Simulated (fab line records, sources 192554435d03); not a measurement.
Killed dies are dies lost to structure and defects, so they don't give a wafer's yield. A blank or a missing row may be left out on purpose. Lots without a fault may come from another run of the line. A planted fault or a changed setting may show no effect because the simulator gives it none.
fab line records | flow n5_finfet
record lots=7 wafers=39
route steps=1938 shown PMOS_HMC_CHANNEL_EPI@64 DUMMY_GATE@220 BEOL_M2@844 BEOL_M6@1198
start_h: hours from the record's first day to the start of the lot's first wafer shown | wait_h: hours since the lot's step before | " the same as in the row above | L1.1+2: a row that stands for several wafers | - no value, or no start given | * or withheld: withheld | < > ~ a bound
route shown NAME@n: a module of which the file shows steps, and the number in the route of the first | usual: mean/standard deviation of fault-free wafers | same: alike in all rows | chamber/n: place in a boat | sites: the reading at each site | _std_site: their standard deviation | _edge_site: outer sites' mean less inner sites' | radius_mm: how far each site lies from the wafer's centre | mask NAME#n: copy n | behind: the tool/chamber that last shaped the wafer | hold: why the lot was held/for how many hours/how that ended | device: the transistor (n, p or np) that didn't switch | end of line: the same wafers' tests at the end of the route | a step without rows: its recipe alone | killed: dies lost to structure and defects at the first sort, not the wafer's yield | map: a wafer's dies, x killed, . not, _ none there
set.NAME: the setting as run; set.NAME@STEP: as run at that earlier step | model.NAME: the simulator's own value behind a step, which no gauge read
lots whose settings were changed on purpose; a table a step, a row a wafer
## steps
# step N5_PMOS_HMC_CHANNEL_EPI_DEVELOP_08
# recipe develop_time_s=30 developer=TMAH resist=CAR-ArF-block dev_temp_c=23 rinse_liquid=diw dry=air_spin
# columns lot.wafer tool chamber start_h wait_h set.develop_time_s
L075.1+3+5 litho_track-03 0 - - 30
L075.2+4+6 " 0 " " 14.67
L076.1+2+4 litho_track-03 0 - - 17.94
L076.3+5+6 " 0 " " 30
L078.3+4+6 litho_track-02 0 - - 30
L080.1+2+3+4+5+6 litho_track-02 0 - - 30
L089.1+2+3+4+5+6 litho_track-02 0 - - 30
L091.1+5+6 litho_track-04 0 - - 22.86
L091.2+3+4 " 0 " " 30
L093.1+3+6 litho_track-02 0 - - 22.11
L093.2+4+5 " 0 " " 30
# step N5_PMOS_HMC_CHANNEL_EPI_CD_MEAS_09
# recipe target_cd_nm=237.4 landing_energy_ev=500 detector=se_inlens
# usual cd_nm=237.5/1.1
# columns lot.wafer tool chamber start_h wait_h set.develop_time_s@PMOS_HMC_CHANNEL_EPI_DEVELOP_08 cd_nm
L075.1 cd_sem-02 0 23.64 - 30 239.1
L075.2 " 0 " " 14.67 233.8
L075.3 " 0 " " 30 239.0
L075.4 " 0 " " 14.67 234.7
L075.5 " 0 " " 30 238.1
L075.6 " 0 " " 14.67 233.5
L076.1 cd_sem-01 0 29.25 - 17.94 234.8
L076.2 " 0 " " 17.94 235.3
L076.3 " 0 " " 30 238.5
L076.4 " 0 " " 17.94 235.0
L076.5 " 0 " " 30 238.2
L076.6 " 0 " " 30 238.6
L078.3 cd_sem-03 0 41.96 - 30 237.7
L078.4 " 0 " " 30 237.0
L078.6 " 0 " " 30 239.0
L080.1 cd_sem-01 0 53.46 - 30 236.3
L080.2 " 0 " " 30 236.5
L080.3 " 0 " " 30 235.2
L080.4 " 0 " " 30 237.4
L080.5 " 0 " " 30 235.7
L080.6 " 0 " " 30 237.0
L089.1 cd_sem-03 0 106.87 - 30 237.8
L089.2 " 0 " " 30 237.1
L089.3 " 0 " " 30 236.7
L089.4 " 0 " " 30 236.9
L089.5 " 0 " " 30 237.9
L089.6 " 0 " " 30 236.4
L091.1 cd_sem-02 0 119.07 - 22.86 234.5
L091.2 " 0 " " 30 237.7
L091.3 " 0 " " 30 237.7
L091.4 " 0 " " 30 238.3
L091.5 " 0 " " 22.86 234.8
L091.6 " 0 " " 22.86 234.8
L093.1 cd_sem-03 0 132.17 - 22.11 234.6
L093.2 " 0 " " 30 237.6
L093.3 " 0 " " 22.11 236.7
L093.4 " 0 " " 30 237.9
L093.5 " 0 " " 30 237.8
L093.6 " 0 " " 22.11 235.9
# step N5_PMOS_HMC_CHANNEL_EPI_DESCUM_14
# recipe chemistry=O2 time_s=7.9 source_power_w=50 bias_power_w=20 pressure_mtorr=20 rf_frequency_hz=2.712e+07 temp_c=40 resist=CAR-ArF-block o2_flow_sccm=225
# columns lot.wafer tool chamber start_h wait_h set.develop_time_s@PMOS_HMC_CHANNEL_EPI_DEVELOP_08 model.PMOS_HMC_CHANNEL_EPI.cd_nm
L075.1 rie_diel-04 1 23.73 0.0 30 239
L075.2 " 0 " " 14.67 234
L075.3 " 3 " " 30 238.8
L075.4 " 2 " " 14.67 234.7
L075.5 " 0 " " 30 238.2
L075.6 " 3 " " 14.67 233.2
L076.1 rie_diel-04 2 29.34 0.0 17.94 234.9
L076.2 " 1 " " 17.94 235.4
L076.3+5 " 0 " " 30 238.4
L076.4 " 3 " " 17.94 234.8
L076.6 " 1 " " 30 238.6
L078.3 rie_diel-03 3 42.04 0.0 30 237.7
L078.4 " 2 " " 30 236.9
L078.6 " 0 " " 30 239.1
L080.1 rie_diel-02 3 53.55 0.0 30 236.4
L080.2 " 2 " " 30 236.5
L080.3 " 0 " " 30 235.6
L080.4 " 2 " " 30 237.1
L080.5 " 0 " " 30 235.7
L080.6 " 3 " " 30 236.7
L089.1 rie_diel-03 0 107.18 0.2 30 238
L089.2 " 3 " " 30 237.4
L089.3 " 1 " " 30 236.6
L089.4 " 2 " " 30 236.9
L089.5 " 2 " " 30 237.7
L089.6 " 1 " " 30 236.8
L091.1 rie_diel-03 1 119.22 0.1 22.86 234.5
L091.2 " 0 " " 30 237.4
L091.3 " 3 " " 30 237.9
L091.4 " 2 " " 30 238.2
L091.5 " 0 " " 22.86 235
L091.6 " 1 " " 22.86 234.8
L093.1 rie_diel-04 0 133.27 1.0 22.11 234.6
L093.2 " 1 " " 30 237.3
L093.3 " 3 " " 22.11 236.2
L093.4+5 " 2 " " 30 237.8
L093.6 " 1 " " 22.11 236
# step N5_PMOS_HMC_CHANNEL_EPI_ETCH_32
# recipe chemistry=N2/H2 target=BARC stop_on=SiO2 target_depth_a=858 over_etch_frac=0.3 time_s=50.3 ion_energy_ev=200 mask_material=CAR-ArF-block pressure_mtorr=30 source_w=840 bias_w=150 n2_flow_sccm=200 h2_flow_sccm=200
# columns lot.wafer tool chamber start_h wait_h set.develop_time_s@PMOS_HMC_CHANNEL_EPI_DEVELOP_08 model.PMOS_HMC_CHANNEL_EPI.cd_nm
L075.1 rie_diel-04 1 23.77 0.0 30 241.1
L075.2 " 0 " " 14.67 237.2
L075.3 " 3 " " 30 240.7
L075.4 " 2 " " 14.67 238.2
L075.5 " 0 " " 30 241.8
L075.6 " 3 " " 14.67 235.2
L076.1 rie_diel-04 2 29.37 0.0 17.94 238.9
L076.2 " 1 " " 17.94 238.1
L076.3 " 0 " " 30 241.9
L076.4 " 3 " " 17.94 237.4
L076.5 " 0 " " 30 242.6
L076.6 " 1 " " 30 241.2
L078.3 rie_diel-03 3 42.08 0.0 30 240.2
L078.4 " 2 " " 30 239.9
L078.6 " 0 " " 30 241.7
L080.1 rie_diel-02 3 53.58 0.0 30 239.2
L080.2 " 2 " " 30 239.4
L080.3 " 0 " " 30 237.5
L080.4 " 2 " " 30 239.1
L080.5 " 0 " " 30 237.8
L080.6 " 3 " " 30 239.5
L089.1 rie_diel-03 0 107.21 0.0 30 240.9
L089.2+5 " 3,2 " " 30 239.6
L089.3 " 1 " " 30 239
L089.4+6 " 2,1 " " 30 238.8
L091.1 rie_diel-03 1 119.26 0.0 22.86 237.4
L091.2 " 0 " " 30 240.5
L091.3 " 3 " " 30 241
L091.4 " 2 " " 30 240.2
L091.5 " 0 " " 22.86 238.4
L091.6 " 1 " " 22.86 237
L093.1 rie_diel-04 0 133.31 0.0 22.11 238.2
L093.2 " 1 " " 30 239.8
L093.3 " 3 " " 22.11 240
L093.4 " 2 " " 30 241
L093.5 " 2 " " 30 241.2
L093.6 " 1 " " 22.11 238.7
# step N5_PMOS_HMC_CHANNEL_EPI_HM_OPEN_15
# recipe chemistry=CHF3/O2 target=SiO2 mask_material=CAR-ArF-block target_depth_a=406 CHF3_flow_sccm=50 O2_flow_sccm=5 Ar_flow_sccm=200 time_s=20.3 pressure_mtorr=30 source_w=650 bias_w=170 ion_energy_ev=200
# step N5_PMOS_HMC_CHANNEL_EPI_STRIP_33
# recipe chemistry=N2/H2 power_w=500 temp_c=40 pressure_mtorr=50 rf_frequency_hz=6e+07 overash_fraction=0.3 bias_power_w=8 h2_frac=0.5 n2_flow_sccm=300 h2_flow_sccm=300
# step N5_PMOS_HMC_CHANNEL_EPI_STRIP_17
# recipe chemistry=SPM time_s=750 temp_c=130 h2so4_h2o2_vol_ratio=4 dry=ipa_marangoni
# step N5_PMOS_HMC_CHANNEL_EPI_ETCH_38
# recipe chemistry=CF4 target=SiO2 target_depth_a=15 ion_energy_ev=350 pressure_mtorr=10 icp_w=800 bias_w=400 cf4_flow_sccm=80
# columns lot.wafer tool chamber start_h wait_h set.develop_time_s@PMOS_HMC_CHANNEL_EPI_DEVELOP_08 model.PMOS_HMC_CHANNEL_EPI.cd_nm
L075.1 rie_si-04 3 24.17 0.0 30 240.9
L075.2 " 0 " " 14.67 237
L075.3 " 1 " " 30 240.6
L075.4 " 2 " " 14.67 238
L075.5 " 2 " " 30 241.7
L075.6 " 3 " " 14.67 235
L076.1 rie_si-04 1 29.77 0.0 17.94 238.8
L076.2 " 3 " " 17.94 238.1
L076.3 " 0 " " 30 241.9
L076.4 " 2 " " 17.94 237.4
L076.5 " 2 " " 30 242.5
L076.6 " 1 " " 30 241.2
L078.3 rie_si-04 2 42.48 0.0 30 240.2
L078.4 " 0 " " 30 240
L078.6 " 3 " " 30 241.6
L080.1+4 rie_si-01 1,3 53.99 0.0 30 239.2
L080.2 " 2 " " 30 239.6
L080.3 " 0 " " 30 237.6
L080.5 " 1 " " 30 237.9
L080.6 " 2 " " 30 239.5
L089.1 rie_si-06 3 107.61 0.0 30 240.8
L089.2 " 0 " " 30 239.6
L089.3 " 2 " " 30 239.2
L089.4 " 1 " " 30 239
L089.5 " 1 " " 30 239.7
L089.6 " 2 " " 30 238.9
L091.1 rie_si-04 0 119.66 0.0 22.86 237.3
L091.2 " 3 " " 30 240.5
L091.3 " 2 " " 30 240.9
L091.4 " 1 " " 30 240.3
L091.5 " 0 " " 22.86 238.2
L091.6 " 3 " " 22.86 237.1
L093.1 rie_si-06 2 133.71 0.0 22.11 238.2
L093.2 " 0 " " 30 240
L093.3 " 3 " " 22.11 239.9
L093.4 " 1 " " 30 241
L093.5 " 3 " " 30 241.2
L093.6 " 0 " " 22.11 238.8
# step N5_DUMMY_GATE_HM_DEP_06
# recipe material=SiNx target_thk_a=800 precursor=DCS/NH3 temp_c=700 pressure_mtorr=300 time_s=5141
# columns lot.wafer tool chamber start_h wait_h set.target_thk_a model.SiNx_of_DUMMY_GATE_HM_DEP_06.thk_nm
L075.1+3 - - - 0.0 383.4 39.6
L075.2 " - " " 383.4 38.4
L075.4 " - " " 383.4 40
L075.5 " - " " 383.4 39.2
L075.6 " - " " 383.4 39.4
L076.1 - - - 0.0 1046 104.6
L076.2 " - " " 1046 105
L076.3 " - " " 1046 104.4
L076.4 " - " " 1046 105.2
L076.5 " - " " 1046 104.8
L076.6 " - " " 1046 105.4
L078.3+4 lpcvd-01 0/100,0/104 65.97 0.0 800 79.6
L078.6 " 0/114 " " 800 79.4
L080.1 - - - 0.0 647.2 64.8
L080.2+3+5 " - " " 647.2 64.4
L080.4 " - " " 647.2 64.2
L080.6 " - " " 647.2 65.4
L089.1+2+4+5 - - - 0.0 1075 107.4
L089.3 " - " " 1075 106.4
L089.6 " - " " 1075 107
L091.1 - - - 0.0 800 79.2
L091.2 " - " " 800 80.2
L091.3 " - " " 800 80
L091.4+6 " - " " 800 79.8
L091.5 " - " " 800 79.6
L093.1 - - - 0.0 800 80.8
L093.2+6 " - " " 800 80.6
L093.3 " - " " 800 80
L093.4+5 " - " " 800 80.4
# step N5_DUMMY_GATE_ETCH_32
# recipe chemistry=CF4 target=SiO2 target_depth_a=35 time_s=3.9 ion_energy_ev=350 pressure_mtorr=10 icp_w=800 bias_w=400 cf4_flow_sccm=80
# columns lot.wafer tool chamber start_h wait_h set.time_s model.etch.depth_nm
L075.1+4 rie_si-01 3,0 55.04 0.1 2.756 2.438
L075.2 " 2 " " 3.9 3.493
L075.3 " 1 " " 2.756 2.519
L075.5 " 2 " " 3.9 3.469
L075.6 " 3 " " 3.9 3.434
L076.1 rie_si-06 0 59.04 0.1 2.151 1.894
L076.2 " 1 " " 3.9 3.408
L076.3 " 2 " " 2.151 1.804
L076.4 " 3 " " 2.151 1.981
L076.5 " 0 " " 3.9 3.447
L076.6 " 3 " " 3.9 3.583
L078.3 rie_si-06 1 71.20 0.1 3.9 3.505
L078.4 " 0 " " 3.9 3.538
L078.6 " 3 " " 3.9 3.695
L080.1 rie_si-01 3 84.78 0.1 3.9 3.434
L080.2 " 2 " " 3.9 3.51
L080.3 " 0 " " 5.046 4.543
L080.4 " 1 " " 5.046 4.629
L080.5 " 1 " " 5.046 4.65
L080.6 " 2 " " 3.9 3.537
L089.1 rie_si-01 2 138.05 0.1 3.9 3.468
L089.2 " 3 " " 3.9 3.469
L089.3 " 1 " " 3.9 3.6
L089.4 " 0 " " 3.9 3.486
L089.5 " 0 " " 3.9 3.471
L089.6 " 1 " " 3.9 3.583
L091.1 rie_si-04 0 148.88 0.1 3.9 3.39
L091.2 " 3 " " 3.9 3.564
L091.3 " 1 " " 3.9 3.643
L091.4 " 2 " " 3.9 3.409
L091.5 " 2 " " 3.9 3.43
L091.6 " 1 " " 3.9 3.618
L093.1 rie_si-01 0 162.26 0.1 2.313 2.049
L093.2 " 1 " " 3.9 3.591
L093.3 " 2 " " 3.9 3.465
L093.4 " 3 " " 3.9 3.477
L093.5 " 2 " " 2.313 2.086
L093.6 " 3 " " 2.313 2.072
# step N5_BEOL_M2_HM_DEP_02
# recipe material=TiN target_thk_a=200 temp_c=25 chamber_pressure_pa=0.49996
# columns lot.wafer tool chamber start_h wait_h set.target_thk_a model.TiN_of_BEOL_M2_HM_DEP_02.thk_nm
L076.1 pvd_sputter-03 - 152.65 1.6 235.7 23.4
L076.2+4 " - " " 235.7 23.6
L076.3 " - " " 200 19.8
L076.5 " - " " 200 20
L076.6 " - " " 200 20.2
L075.1 pvd_sputter-01 - 154.50 0.9 108.4 11
L075.2+5 " - " " 200 20
L075.3 " - " " 108.4 10.6
L075.4 " - " " 200 20.2
L075.6 " - " " 108.4 10.8
L078.3+6 pvd_sputter-03 - 156.19 0.0 200 20
L078.4 " - " " 200 20.2
L080.1+3 pvd_sputter-03 - 173.23 0.2 200 20
L080.2 " - " " 248.1 25
L080.4+5 " - " " 248.1 24.8
L080.6 " - " " 200 20.2
L089.1+5+6 pvd_sputter-01 - 226.50 0.2 298.7 29.8
L089.2+4 " - " " 200 20.2
L089.3 " - " " 200 20
L091.1 pvd_sputter-01 - 235.57 2.1 200 20
L091.2+3 " - " " 282.4 27.8
L091.4 " - " " 200 19.4
L091.5 " - " " 282.4 28.2
L091.6 " - " " 200 19.6
L093.1+2 pvd_sputter-01 - 250.27 0.7 89.84 8.8
L093.3 " - " " 200 19.6
L093.4 " - " " 200 20
L093.5 " - " " 89.84 9
L093.6 " - " " 200 19.8
# step N5_BEOL_M2_COAT_61
# recipe resist=SOC temp_c=250 time_s=60 spin_rpm=1500 resist_thk_nm=60
# step N5_BEOL_M2_COAT_62
# recipe resist=SiARC temp_c=220 time_s=60 spin_rpm=1500 resist_thk_nm=12
# step N5_BEOL_M2_STRIP_75
# recipe chemistry=N2/H2 temp_c=40 n2_flow_sccm=200 h2_flow_sccm=200 rf_frequency_hz=6e+07
# step N5_BEOL_M2_STRIP_66
# recipe chemistry=CF4 resist=SiARC power_w=300 bias_power_w=75 pressure_mtorr=50 cf4_flow_sccm=150 rf_frequency_hz=6e+07
# step N5_BEOL_M2_HM_OPEN_17
# recipe chemistry=Cl2/BCl3 target_depth_a=200 overetch_a=60 target=TiN mask_material=SOC ion_energy_ev=150 pressure_mtorr=10 icp_w=1000 bias_w=126 Cl2_flow_sccm=53.25 bcl3_flow_sccm=21.75 Ar_flow_sccm=25
# columns lot.wafer tool chamber start_h wait_h set.target_thk_a@BEOL_M2_HM_DEP_02 model.etch.depth_nm
L076.1 rie_metal-03 0 153.92 0.0 235.7 23.5
L076.2 " 1 " " 235.7 23.59
L076.3 " 0 " " 200 19.88
L076.4 " 1 " " 235.7 23.62
L076.5 " 1 " " 200 20.1
L076.6 " 0 " " 200 20.16
L075.1 rie_metal-03 1 155.47 0.0 108.4 10.98
L075.2+5 " 0 " " 200 19.93
L075.3 " 0 " " 108.4 10.69
L075.4 " 1 " " 200 20.24
L075.6 " 1 " " 108.4 10.73
L078.3 rie_metal-03 0 157.16 0.1 200 20.01
L078.4 " 1 " " 200 20.18
L078.6 " 1 " " 200 20.06
L080.1 rie_metal-01 1 174.00 0.0 200 20.09
L080.2 " 0 " " 248.1 25.06
L080.3 " 1 " " 200 20.03
L080.4 " 0 " " 248.1 24.87
L080.5 " 1 " " 248.1 24.86
L080.6 " 0 " " 200 20.12
L089.1 rie_metal-01 1 227.27 0.0 298.7 25.01
L089.2 " 0 " " 200 20.13
L089.3 " 1 " " 200 20.02
L089.4 " 0 " " 200 20.14
L089.5 " 1 " " 298.7 25.21
L089.6 " 0 " " 298.7 25.19
L091.1 rie_metal-03 0 236.51 0.0 200 19.97
L091.2 " 1 " " 282.4 25.25
L091.3 " 0 " " 282.4 26.09
L091.4 " 1 " " 200 19.46
L091.5 " 0 " " 282.4 26.06
L091.6 " 1 " " 200 19.66
L093.1 rie_metal-03 0 251.05 0.0 89.84 8.826
L093.2 " 1 " " 89.84 8.772
L093.3 " 0 " " 200 19.55
L093.4 " 1 " " 200 19.91
L093.5 " 0 " " 89.84 8.929
L093.6 " 1 " " 200 19.77
# step N5_BEOL_M6_HM_DEP_02
# recipe material=TiN target_thk_a=200 temp_c=25 chamber_pressure_pa=0.49996
# columns lot.wafer tool chamber start_h wait_h set.target_thk_a model.TiN_of_BEOL_M6_HM_DEP_02.thk_nm
L076.1 pvd_sputter-03 - 204.71 0.4 248.9 25
L076.2 " - " " 200 19.8
L076.3 " - " " 248.9 24.8
L076.4+6 " - " " 200 20
L076.5 " - " " 248.9 24.6
L075.1+5 pvd_sputter-01 - 207.71 0.1 200 20
L075.2+3+4 " - " " 255.8 25.6
L075.6 " - " " 200 20.2
L080.1+2 pvd_sputter-03 - 215.15 1.2 200 20.2
L080.3+5 " - " " 125 12.6
L080.4 " - " " 125 12.4
L080.6 " - " " 200 20
L078.3+6 pvd_sputter-02 - 215.33 0.6 200 20
L078.4 " - " " 200 19.8
L089.1+2 pvd_sputter-03 - 283.20 1.1 200 20.4
L089.3+5 " - " " 106.2 10.8
L089.4 " - " " 106.2 10.6
L089.6 " - " " 200 20.2
L091.1 pvd_sputter-01 - 297.19 0.6 157.4 15.8
L091.2+6 " - " " 200 20
L091.3 " - " " 157.4 15.6
L091.4 " - " " 200 20.2
L091.5 " - " " 157.4 16
L093.1 pvd_sputter-01 - 312.40 1.2 90.37 8.8
L093.2 " - " " 200 20.2
L093.3 " - " " 90.37 9
L093.4 " - " " 90.37 9.2
L093.5+6 " - " " 200 20
# step N5_BEOL_M6_COAT_59
# recipe resist=SOC temp_c=250 time_s=60 spin_rpm=1500 resist_thk_nm=100
# step N5_BEOL_M6_COAT_60
# recipe resist=SiARC temp_c=220 time_s=60 spin_rpm=1500 resist_thk_nm=35
# step N5_BEOL_M6_STRIP_68
# recipe chemistry=N2/H2 temp_c=40 n2_flow_sccm=200 h2_flow_sccm=200 rf_frequency_hz=6e+07
# step N5_BEOL_M6_STRIP_67
# recipe chemistry=CF4 resist=SiARC power_w=300 bias_power_w=75 pressure_mtorr=50 cf4_flow_sccm=150 rf_frequency_hz=6e+07
# step N5_BEOL_M6_HM_OPEN_17
# recipe chemistry=Cl2/BCl3 target_depth_a=200 overetch_a=60 target=TiN mask_material=SOC ion_energy_ev=150 pressure_mtorr=10 icp_w=1000 bias_w=126 Cl2_flow_sccm=53.25 bcl3_flow_sccm=21.75 Ar_flow_sccm=25
# columns lot.wafer tool chamber start_h wait_h set.target_thk_a@BEOL_M6_HM_DEP_02 model.etch.depth_nm
L076.1 rie_metal-01 1 205.58 0.0 248.9 25.08
L076.2 " 0 " " 200 19.76
L076.3 " 1 " " 248.9 24.73
L076.4 " 0 " " 200 19.91
L076.5 " 1 " " 248.9 24.62
L076.6 " 0 " " 200 20.02
L075.1 rie_metal-02 0 208.58 0.0 200 19.96
L075.2 " 1 " " 255.8 25.69
L075.3 " 1 " " 255.8 25.52
L075.4 " 0 " " 255.8 25.53
L075.5 " 1 " " 200 19.93
L075.6 " 0 " " 200 20.2
L080.1 rie_metal-02 0 216.42 0.0 200 20.21
L080.2 " 1 " " 200 20.16
L080.3 " 1 " " 125 12.56
L080.4 " 0 " " 125 12.33
L080.5 " 1 " " 125 12.63
L080.6 " 0 " " 200 20.1
L078.3 rie_metal-02 0 216.71 0.1 200 19.92
L078.4 " 1 " " 200 19.87
L078.6 " 0 " " 200 19.97
L089.1 rie_metal-01 0 285.81 0.0 200 20.35
L089.2 " 1 " " 200 20.3
L089.3 " 1 " " 106.2 10.87
L089.4 " 0 " " 106.2 10.52
L089.5 " 0 " " 106.2 10.8
L089.6 " 1 " " 200 20.11
L091.1 rie_metal-02 0 297.93 0.0 157.4 15.86
L091.2 " 1 " " 200 20.02
L091.3 " 0 " " 157.4 15.67
L091.4 " 1 " " 200 20.23
L091.5 " 0 " " 157.4 15.97
L091.6 " 1 " " 200 20.08
L093.1 rie_metal-03 1 313.61 0.0 90.37 8.828
L093.2 " 1 " " 200 20.11
L093.3 " 1 " " 90.37 8.911
L093.4 " 1 " " 90.37 9.251
L093.5 " 1 " " 200 20.04
L093.6 " 1 " " 200 20.09
## key
split step=N5_PMOS_HMC_CHANNEL_EPI_DEVELOP_08 setting=develop_time_s stated=30 by=wafer
response step=N5_PMOS_HMC_CHANNEL_EPI_CD_MEAS_09 reading=cd_nm change=+0.093 per=1% r=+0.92
response step=N5_PMOS_HMC_CHANNEL_EPI_DESCUM_14 reading=model.PMOS_HMC_CHANNEL_EPI.cd_nm change=+0.092 per=1% r=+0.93
response step=N5_PMOS_HMC_CHANNEL_EPI_ETCH_32 reading=model.PMOS_HMC_CHANNEL_EPI.cd_nm change=+0.0891 per=1% r=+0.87
response step=N5_PMOS_HMC_CHANNEL_EPI_ETCH_38 reading=model.PMOS_HMC_CHANNEL_EPI.cd_nm change=+0.0898 per=1% r=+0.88
split step=N5_DUMMY_GATE_HM_DEP_06 setting=target_thk_a stated=800 by=lot
response step=N5_DUMMY_GATE_HM_DEP_06 reading=model.SiNx_of_DUMMY_GATE_HM_DEP_06.thk_nm change=+0.79 per=1% r=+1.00
split step=N5_DUMMY_GATE_ETCH_32 setting=time_s stated=3.9 by=wafer
response step=N5_DUMMY_GATE_ETCH_32 reading=model.etch.depth_nm change=+0.0356 per=1% r=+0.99
split step=N5_BEOL_M2_HM_DEP_02 setting=target_thk_a stated=200 by=wafer
response step=N5_BEOL_M2_HM_DEP_02 reading=model.TiN_of_BEOL_M2_HM_DEP_02.thk_nm change=+0.199 per=1% r=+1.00
response step=N5_BEOL_M2_HM_OPEN_17 reading=model.etch.depth_nm change=+0.168 per=1% r=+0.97
split step=N5_BEOL_M6_HM_DEP_02 setting=target_thk_a stated=200 by=wafer
response step=N5_BEOL_M6_HM_DEP_02 reading=model.TiN_of_BEOL_M6_HM_DEP_02.thk_nm change=+0.202 per=1% r=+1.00
response step=N5_BEOL_M6_HM_OPEN_17 reading=model.etch.depth_nm change=+0.202 per=1% r=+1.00
